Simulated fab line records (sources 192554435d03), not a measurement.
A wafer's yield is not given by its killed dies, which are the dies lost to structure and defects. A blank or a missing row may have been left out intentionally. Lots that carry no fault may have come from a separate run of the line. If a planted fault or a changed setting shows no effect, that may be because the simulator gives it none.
Lot-split experiment / flow n5 finfet / 39 wafers read across 7 lots, on a route 1938 steps long

## THE SPLIT
At N5_DUMMY_GATE_HM_DEP_06 (deposits SiNx from DCS/NH3, target thk 80 nm, time 5141 s), the setting time s was moved away from the recipe's 5141 s on 36 of the 39 wafers read, by -55.0% to +56.3%. The other wafers ran this setting at the recipe's value.

The split's own step is where the reading is taken.

## THE READING
SiNx_of_DUMMY_GATE_HM_DEP_06.thk nm (the simulator's own value, which no gauge read), in nm, at N5_DUMMY_GATE_HM_DEP_06 (deposits SiNx from DCS/NH3, target thk 80 nm, time 5141 s). The file does not state a usual value for it. Here, 3 wafers ran the recipe; their average is 79.1 nm with a standard deviation of 0.25 nm.

wafer=L075.1; tool, chamber at the split=-, -; time s as run, s=2315; against the recipe=-55.0%; SiNx_of_DUMMY_GATE_HM_DEP_06.thk nm, nm=37.2; against lot-mates on the recipe=no lot-mate on the recipe
wafer=L075.2; tool, chamber at the split=-, -; time s as run, s=2315; against the recipe=-55.0%; SiNx_of_DUMMY_GATE_HM_DEP_06.thk nm, nm=36.6; against lot-mates on the recipe=no lot-mate on the recipe
wafer=L075.3; tool, chamber at the split=-, -; time s as run, s=2315; against the recipe=-55.0%; SiNx_of_DUMMY_GATE_HM_DEP_06.thk nm, nm=37; against lot-mates on the recipe=no lot-mate on the recipe
wafer=L075.6; tool, chamber at the split=-, -; time s as run, s=2315; against the recipe=-55.0%; SiNx_of_DUMMY_GATE_HM_DEP_06.thk nm, nm=37; against lot-mates on the recipe=no lot-mate on the recipe
wafer=L075.4; tool, chamber at the split=-, -; time s as run, s=2315; against the recipe=-55.0%; SiNx_of_DUMMY_GATE_HM_DEP_06.thk nm, nm=36.8; against lot-mates on the recipe=no lot-mate on the recipe
wafer=L075.5; tool, chamber at the split=-, -; time s as run, s=2315; against the recipe=-55.0%; SiNx_of_DUMMY_GATE_HM_DEP_06.thk nm, nm=36.8; against lot-mates on the recipe=no lot-mate on the recipe
wafer=L076.1; tool, chamber at the split=lpcvd-01, 0/15; time s as run, s=5141; against the recipe=recipe; SiNx_of_DUMMY_GATE_HM_DEP_06.thk nm, nm=78.8; against lot-mates on the recipe=-
wafer=L076.2; tool, chamber at the split=lpcvd-01, 0/20; time s as run, s=5141; against the recipe=recipe; SiNx_of_DUMMY_GATE_HM_DEP_06.thk nm, nm=79.2; against lot-mates on the recipe=-
wafer=L076.6; tool, chamber at the split=lpcvd-01, 0/39; time s as run, s=5141; against the recipe=recipe; SiNx_of_DUMMY_GATE_HM_DEP_06.thk nm, nm=79.4; against lot-mates on the recipe=-
wafer=L078.1; tool, chamber at the split=-, -; time s as run, s=7532; against the recipe=+46.5%; SiNx_of_DUMMY_GATE_HM_DEP_06.thk nm, nm=116.2; against lot-mates on the recipe=no lot-mate on the recipe
wafer=L078.6; tool, chamber at the split=-, -; time s as run, s=7532; against the recipe=+46.5%; SiNx_of_DUMMY_GATE_HM_DEP_06.thk nm, nm=116.2; against lot-mates on the recipe=no lot-mate on the recipe
wafer=L078.2; tool, chamber at the split=-, -; time s as run, s=7532; against the recipe=+46.5%; SiNx_of_DUMMY_GATE_HM_DEP_06.thk nm, nm=117; against lot-mates on the recipe=no lot-mate on the recipe
wafer=L078.3; tool, chamber at the split=-, -; time s as run, s=7532; against the recipe=+46.5%; SiNx_of_DUMMY_GATE_HM_DEP_06.thk nm, nm=116.8; against lot-mates on the recipe=no lot-mate on the recipe
wafer=L078.4; tool, chamber at the split=-, -; time s as run, s=7532; against the recipe=+46.5%; SiNx_of_DUMMY_GATE_HM_DEP_06.thk nm, nm=116; against lot-mates on the recipe=no lot-mate on the recipe
wafer=L078.5; tool, chamber at the split=-, -; time s as run, s=7532; against the recipe=+46.5%; SiNx_of_DUMMY_GATE_HM_DEP_06.thk nm, nm=115.6; against lot-mates on the recipe=no lot-mate on the recipe
wafer=L079.1; tool, chamber at the split=-, -; time s as run, s=6412; against the recipe=+24.7%; SiNx_of_DUMMY_GATE_HM_DEP_06.thk nm, nm=98.8; against lot-mates on the recipe=no lot-mate on the recipe
wafer=L079.2; tool, chamber at the split=-, -; time s as run, s=6412; against the recipe=+24.7%; SiNx_of_DUMMY_GATE_HM_DEP_06.thk nm, nm=99; against lot-mates on the recipe=no lot-mate on the recipe
wafer=L079.3; tool, chamber at the split=-, -; time s as run, s=6412; against the recipe=+24.7%; SiNx_of_DUMMY_GATE_HM_DEP_06.thk nm, nm=100; against lot-mates on the recipe=no lot-mate on the recipe
wafer=L079.4; tool, chamber at the split=-, -; time s as run, s=6412; against the recipe=+24.7%; SiNx_of_DUMMY_GATE_HM_DEP_06.thk nm, nm=99.6; against lot-mates on the recipe=no lot-mate on the recipe
wafer=L079.5; tool, chamber at the split=-, -; time s as run, s=6412; against the recipe=+24.7%; SiNx_of_DUMMY_GATE_HM_DEP_06.thk nm, nm=100.2; against lot-mates on the recipe=no lot-mate on the recipe
wafer=L079.6; tool, chamber at the split=-, -; time s as run, s=6412; against the recipe=+24.7%; SiNx_of_DUMMY_GATE_HM_DEP_06.thk nm, nm=100.2; against lot-mates on the recipe=no lot-mate on the recipe
wafer=L088.1; tool, chamber at the split=-, -; time s as run, s=3862; against the recipe=-24.9%; SiNx_of_DUMMY_GATE_HM_DEP_06.thk nm, nm=61.8; against lot-mates on the recipe=no lot-mate on the recipe
wafer=L088.2; tool, chamber at the split=-, -; time s as run, s=3862; against the recipe=-24.9%; SiNx_of_DUMMY_GATE_HM_DEP_06.thk nm, nm=61.2; against lot-mates on the recipe=no lot-mate on the recipe
wafer=L088.3; tool, chamber at the split=-, -; time s as run, s=3862; against the recipe=-24.9%; SiNx_of_DUMMY_GATE_HM_DEP_06.thk nm, nm=61.6; against lot-mates on the recipe=no lot-mate on the recipe
wafer=L088.5; tool, chamber at the split=-, -; time s as run, s=3862; against the recipe=-24.9%; SiNx_of_DUMMY_GATE_HM_DEP_06.thk nm, nm=61.6; against lot-mates on the recipe=no lot-mate on the recipe
wafer=L088.4; tool, chamber at the split=-, -; time s as run, s=3862; against the recipe=-24.9%; SiNx_of_DUMMY_GATE_HM_DEP_06.thk nm, nm=61.4; against lot-mates on the recipe=no lot-mate on the recipe
wafer=L088.6; tool, chamber at the split=-, -; time s as run, s=3862; against the recipe=-24.9%; SiNx_of_DUMMY_GATE_HM_DEP_06.thk nm, nm=60.8; against lot-mates on the recipe=no lot-mate on the recipe
wafer=L089.1; tool, chamber at the split=-, -; time s as run, s=8037; against the recipe=+56.3%; SiNx_of_DUMMY_GATE_HM_DEP_06.thk nm, nm=125.6; against lot-mates on the recipe=no lot-mate on the recipe
wafer=L089.2; tool, chamber at the split=-, -; time s as run, s=8037; against the recipe=+56.3%; SiNx_of_DUMMY_GATE_HM_DEP_06.thk nm, nm=125.4; against lot-mates on the recipe=no lot-mate on the recipe
wafer=L089.3; tool, chamber at the split=-, -; time s as run, s=8037; against the recipe=+56.3%; SiNx_of_DUMMY_GATE_HM_DEP_06.thk nm, nm=126.2; against lot-mates on the recipe=no lot-mate on the recipe
wafer=L089.4; tool, chamber at the split=-, -; time s as run, s=8037; against the recipe=+56.3%; SiNx_of_DUMMY_GATE_HM_DEP_06.thk nm, nm=126.2; against lot-mates on the recipe=no lot-mate on the recipe
wafer=L089.5; tool, chamber at the split=-, -; time s as run, s=8037; against the recipe=+56.3%; SiNx_of_DUMMY_GATE_HM_DEP_06.thk nm, nm=126.2; against lot-mates on the recipe=no lot-mate on the recipe
wafer=L089.6; tool, chamber at the split=-, -; time s as run, s=8037; against the recipe=+56.3%; SiNx_of_DUMMY_GATE_HM_DEP_06.thk nm, nm=125.8; against lot-mates on the recipe=no lot-mate on the recipe
wafer=L093.1; tool, chamber at the split=-, -; time s as run, s=6495; against the recipe=+26.3%; SiNx_of_DUMMY_GATE_HM_DEP_06.thk nm, nm=100.8; against lot-mates on the recipe=no lot-mate on the recipe
wafer=L093.2; tool, chamber at the split=-, -; time s as run, s=6495; against the recipe=+26.3%; SiNx_of_DUMMY_GATE_HM_DEP_06.thk nm, nm=100.8; against lot-mates on the recipe=no lot-mate on the recipe
wafer=L093.6; tool, chamber at the split=-, -; time s as run, s=6495; against the recipe=+26.3%; SiNx_of_DUMMY_GATE_HM_DEP_06.thk nm, nm=100.8; against lot-mates on the recipe=no lot-mate on the recipe
wafer=L093.3; tool, chamber at the split=-, -; time s as run, s=6495; against the recipe=+26.3%; SiNx_of_DUMMY_GATE_HM_DEP_06.thk nm, nm=101.4; against lot-mates on the recipe=no lot-mate on the recipe
wafer=L093.4; tool, chamber at the split=-, -; time s as run, s=6495; against the recipe=+26.3%; SiNx_of_DUMMY_GATE_HM_DEP_06.thk nm, nm=101; against lot-mates on the recipe=no lot-mate on the recipe
wafer=L093.5; tool, chamber at the split=-, -; time s as run, s=6495; against the recipe=+26.3%; SiNx_of_DUMMY_GATE_HM_DEP_06.thk nm, nm=101.2; against lot-mates on the recipe=no lot-mate on the recipe

FIT RESULTS
A straight line over all 39 wafers: SiNx_of_DUMMY_GATE_HM_DEP_06.thk nm changes by +0.79 nm for each +1% of time s; r = +1.00; the points scatter about the line by 0.8 nm.
Too few moved wafers have a lot-mate on the recipe to fit a line with each lot's own level taken away.

## FILE'S OWN FIT
SiNx_of_DUMMY_GATE_HM_DEP_06.thk nm changes by +0.79 nm for each +1% of time s, r = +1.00.
